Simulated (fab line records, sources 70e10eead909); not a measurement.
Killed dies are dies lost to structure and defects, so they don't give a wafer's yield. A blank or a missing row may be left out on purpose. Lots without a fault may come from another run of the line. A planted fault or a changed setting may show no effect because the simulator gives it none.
Chamber matching | flow nand_harc | NHARC_P_M1_ETCH_35 on rie_diel-01: 4 sister chambers
The step etches the open film in N2/H2, target depth 40 nm, overetch 12 nm, time 43.94 s. 4 wafers are shown with their chamber, then 11 later ones without.

WAFERS WITH THEIR CHAMBER
wafer  | chamber | drypump_motor_current_A (A)
L081.3 | 0       | 6.1
L085.2 | 3       | 5.6
L085.6 | 1       | 6.7
L086.3 | 2       | 6.2

WAFERS WITHOUT THEIR CHAMBER
wafer  | drypump_motor_current_A (A)
L086.4 | 5.6
L086.5 | 6.2
L089.2 | 5.6
L089.5 | 5.6
L089.6 | 6.2
L090.1 | 5.6
L090.2 | 6.1
L090.4 | 6.2
L097.2 | 6.6
L097.3 | 6.2
L097.4 | 5.6

WHICH CHAMBER EACH WENT THROUGH
wafer  | from the rows above | in truth
L086.4 | 3                   | 3
L086.5 | 2                   | 2
L089.2 | 3                   | 3
L089.5 | 3                   | 3
L089.6 | 2                   | 2
L090.1 | 3                   | 3
L090.2 | 0                   | 0
L090.4 | 2                   | 2
L097.2 | 1                   | 1
L097.3 | 2                   | 2
L097.4 | 3                   | 3
Placed correctly: 11 of 11. Can't be placed from these rows: 0. Placed wrongly: 0.
How it was worked out, from the rows above alone: a wafer's distance from a chamber is the root of the sum, over the readings, of the square of ((its reading less the chamber's mean) divided by the reading's scatter). The wafer belongs to the nearest chamber; if the next one is less than 2 further off, it can't be placed. A chamber's mean is the mean of its shown wafers. The scatter: with one shown wafer a chamber, the root of the mean of the squares of how far each hidden wafer lies from its nearest shown one.
